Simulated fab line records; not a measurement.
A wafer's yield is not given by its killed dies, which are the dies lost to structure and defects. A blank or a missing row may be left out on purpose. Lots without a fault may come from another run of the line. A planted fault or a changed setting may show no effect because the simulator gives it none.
A struck lot beside a sound one / flow n5-finfet / 34 steps out of a route of 1938
Sound: wafers L964.1, L964.2, L964.6. The struck wafers were L970.1, L970.4, L970.5. The cause is named last.
Per side, at each step with rows, come the tool, then ch with its chambers, and then its first start. Under that, the readings that differ: sound wafers / struck wafers / difference of the means / sigmas: that difference in standard deviations of wafers without a fault.
alike: readings with means less than 2 such deviations apart, plus words and numbers identical on both sides. not compared: withheld readings, readings lacking a value on some wafer, bounds such as >300 that could conceal the same value, and numbers that have no deviation in the record and whose values overlap.
The two part at a step that has a row with sigmas, a row that says differs or no value, or rows on one side only. When numbers do not overlap yet have no deviation, they are printed without sigmas and do not part them. A reading that every wafer of one side lacks parts them only if that side has two wafers or more.

first, 10 steps without rows for these wafers: N5_BEOL_M10_TRENCH_ETCH_37 (etches SiCOH lowk in C4F6/O2, target depth 148.83 nm, time 48 s); N5_BEOL_M10_ETCH_41 (etches SiCN in CH3F/O2, target depth 42.6 nm, time 86 s); N5_BEOL_M10_STRIP_77 (strips in N2/H2, time 10 s); N5_BEOL_M10_HM_STRIP_39 (strips TiN in peroxide tin strip, target depth 25 nm, time 158 s); N5_BEOL_M10_SRD_40 (time 30 s); N5_BEOL_M10_PRECLEAN_42 (cleans in residue remover, time 60 s); N5_BEOL_M10_SRD_43 (time 30 s); N5_BEOL_M10_CURE_72 (cures SiCOH lowk, time 120 s); N5_BEOL_M10_DEGAS_44 (time 60 s); N5_BEOL_M10_PRE_CLEAN_45 (time 30 s).
N5_BEOL_M10_ALD_74: deposits TaN, target thk 2 nm, pulse time 2 s, purge time 3 s.
  sound on ald-metal-03 ch 0,1,2, day 10 14:40; struck on ald-metal-03 ch 0,2,3, day 12 12:35
  alike: heater-power-w, precursor-vessel-carrier-sccm
  not compared: since-wet-clean-h
then, 22 steps without rows for these wafers: N5_BEOL_M10_SURFACE_TREAT_76; N5_BEOL_M10_CVD_75 (deposits Co from CCTBA/H2, target thk 2 nm, time 138.9 s); N5_BEOL_M10_SPUTTER_48 (material Cu, target thk 12 nm, time 2 s); N5_BEOL_M10_ECD_50 (material Cu, target thk 318 nm); N5_BEOL_M10_ANNEAL_51 (time 90 s); N5_BEOL_M10_CMP_52 (polishes, stops on SiCOH lowk, t overpolish 7 s, target thk 140 nm); N5_BEOL_M10_PRE_CLEAN_55 (time 15 s); N5_BEOL_M10_DEP_56 (deposits SiCN from 3MS/NH3, target thk 15 nm, time 26.5 s); N5_BEOL_M11_ILD_DEP_00 (deposits SiCOH lowk from DEMS/porogen, target thk 308.51 nm, time 58 s); N5_BEOL_M11_CURE_71 (cures SiCOH lowk, time 240 s); N5_BEOL_M11_PECVD_70 (deposits SiO2 from TEOS/O2, target thk 20 nm, time 22.7 s); N5_BEOL_M11_HM_DEP_02 (deposits TiN, target thk 20 nm); N5_BEOL_M11_COAT_59 (time 60 s, resist thk 100 nm); N5_BEOL_M11_COAT_60 (time 60 s, resist thk 30 nm); N5_BEOL_M11_COAT_05 (resist thk 90 nm); N5_BEOL_M11_EBR_07; N5_BEOL_M11_SOFTBAKE_06 (time 60 s); N5_BEOL_M11_EXPOSE_08 (exposes mask M11); N5_BEOL_M11_PEB_09 (peb time 60 s); N5_BEOL_M11_DEVELOP_10 (develop time 30 s); N5_BEOL_M11_DESCUM_16 (chemistry O2, time 7.9 s); N5_BEOL_M11_ETCH_61 (etches SiARC in CF4, target depth 39 nm, time 65 s).
-- record jumps: 2 days separate the struck wafers' starts on either side; left off in module BEOL_M11, taken up again in module PASSIVATION, whose first shown step is the route's number 1936 --
N5_PASSIVATION_PROBE_49:
  sound on prober-01, day 12 20:57; struck on prober-01, day 14 21:34
reading=defect-limited-yield (%); sound=93.6 93.5 92.2; struck=82.1 80.3 83.1; difference=-11.3; sigmas=-8
reading=killed_at_M4_up; sound=9 10 9; struck=126 167 119; difference=+128; sigmas=+26
reading=killed-dies; sound=75 77 92; struck=211 232 200; difference=+133; sigmas=+7
reading=sort_bin_5_function (%); sound=4.1 3.6 4.6; struck=9.2 11.3 10.1; difference=+6.1; sigmas=+6
reading=sort-n-pass; sound=1105 1103 1088; struck=964 948 980; difference=-135; sigmas=-6
reading=sort-yield-pct (%); sound=93.6 93.5 92.2; struck=81.7 80.3 83.1; difference=-11.4; sigmas=-6
  alike: killed_at_M0_to_M3, killed-at-contacts, killed-at-front-end, killed-at-other, killed-open, killed-short, sort_bin_6_memory, sort_bin_8_speed

WHERE THEY PART
At N5_PASSIVATION_PROBE_49 and nowhere else, as far as this record goes.

WHY: what the simulator had put in
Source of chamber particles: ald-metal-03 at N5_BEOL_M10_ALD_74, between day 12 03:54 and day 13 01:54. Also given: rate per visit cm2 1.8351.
